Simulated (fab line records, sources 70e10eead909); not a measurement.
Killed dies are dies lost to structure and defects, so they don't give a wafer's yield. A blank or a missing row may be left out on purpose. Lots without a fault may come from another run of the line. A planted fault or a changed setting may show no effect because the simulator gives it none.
A struck lot beside a sound one | flow nand_harc | 15 steps out of a route of 1302
Sound: wafers L681.1, L681.2, L681.3. Struck: wafers L677.3, L677.4, L677.5. The cause comes at the end.
At each step with rows: each side's tool, then ch and its chambers, then its first start. Under that, the readings that differ: sound wafers | struck wafers | difference of the means | sigmas: that difference in standard deviations of wafers without a fault.
alike: readings whose means differ by less than 2 such deviations, and words and numbers that are the same on both sides. not compared: withheld readings, readings that some wafer has no value for, bounds like >300 that may hide the same value, and numbers for which the record gives no deviation and whose values overlap.
The two part at a step that has a row with sigmas, a row that says differs or no value, or rows on one side only. Numbers that don't overlap but have no deviation are shown without sigmas and don't part them. A reading that every wafer of one side lacks parts them only if that side has two wafers or more.

first, 3 steps without rows for these wafers: NHARC_A_SGD_CUT_SRD_19; NHARC_A_SGD_CUT_DEP_20 (deposits SiO2, target thk 150 nm); NHARC_A_SGD_CUT_ANNEAL_27 (time 1800 s).
NHARC_A_SGD_CUT_CMP_21: polishes, target thk 148.19 nm.
  sound on cmp-03 ch 0,1,3, day 27 03:59; struck on cmp-03 ch 0,1,2, day 25 15:02
  alike: motor_current_A, time_to_endpoint_s
NHARC_A_SGD_CUT_THK_MEAS_22: measures by ellipsometry.
  sound on film_metro-01, day 27 04:15; struck on film_metro-01, day 25 15:17
  alike: thk_nm
then, 2 steps without rows for these wafers: NHARC_A_SGD_CUT_SRD_23; NHARC_A_SGD_CUT_ETCH_26 (etches SiO2 in dHF, target depth 45.8 nm).
NHARC_A_SGD_CUT_ETCHBACK_24: etches the open film in CH3F/O2, target depth 50 nm, time 92.857 s.
  sound on rie_diel-09 ch 0,2,3, day 27 04:31; struck on rie_diel-07 ch 1,2, day 25 15:32
  alike: drypump_motor_current_A, oes_product_au, rf_vpp_V, showerhead_plenum_p_Torr, throttle_valve_pct
  not compared: rf_hours_counter_h
NHARC_A_SGD_CUT_STRIP_28: strips in O2, time 20 s.
  sound on rie_diel-09 ch 0,2,3; struck on rie_diel-07 ch 1,3
  alike: drypump_motor_current_A, oes_product_au, rf_vpp_V, showerhead_plenum_p_Torr, throttle_valve_pct
  not compared: rf_hours_counter_h
NHARC_A_SGD_CUT_INSPECT_25:
  sound on defect_inspect-02, day 27 04:46; struck on defect_inspect-02, day 25 15:46
  alike: raw_defect_count
NHARC_A_SLIT_DEP_25: deposits SiO2, target thk 200 nm.
  sound on pecvd-04 ch 0,1,2, day 27 04:51; struck on pecvd-01 ch 1,2, day 25 15:50
  reading            | sound       | struck      | difference | sigmas
  heater_power_w (W) | 391 586 404 | 596 607 629 | +150       | +2
  alike: chamber_pressure_Torr, flow_sccm, showerhead_vpp_V, throttle_valve_pct
NHARC_A_SLIT_DEP_00: deposits aC, target thk 6200 nm.
  sound on acl_dep-01 ch 0, day 27 05:21; struck on acl_dep-03 ch 0, day 25 19:23
  reading              | sound | struck               | difference                   | sigmas
  susceptor_temp_C (C) | - - - | 400.06 400.03 399.88 | no value on the sound wafers |
  alike: throttle_valve_pct
NHARC_A_SLIT_DEP_23: deposits SiON, target thk 100 nm.
  sound on pecvd-01 ch 0,1,2, day 27 09:04; struck on pecvd-04 ch 0,1, day 25 21:57
  no value came back on the struck wafers for chamber_pressure_Torr (Torr), heater_power_outer_w (W), heater_power_w (W), showerhead_vpp_V (V); on the sound wafers chamber_pressure_Torr (Torr) reads 3.499 3.490 3.502
then, 1 step without rows for these wafers: NHARC_A_SLIT_DEHYDRATE_01 (time 120 s).
-- the record jumps here: 5 days lie between the struck wafers' starts before and after (it left off in module A_SLIT and takes up again in module END, whose first step shown is number 1302 of the route) --
NHARC_END_SORT_01:
  the record has rows for the struck wafers here (prober-02 ch 0, day 31 04:17) and none for the sound ones

WHERE THEY PART
First at NHARC_A_SLIT_DEP_25; last, within this record, at NHARC_END_SORT_01.

WHY: what the simulator had put in
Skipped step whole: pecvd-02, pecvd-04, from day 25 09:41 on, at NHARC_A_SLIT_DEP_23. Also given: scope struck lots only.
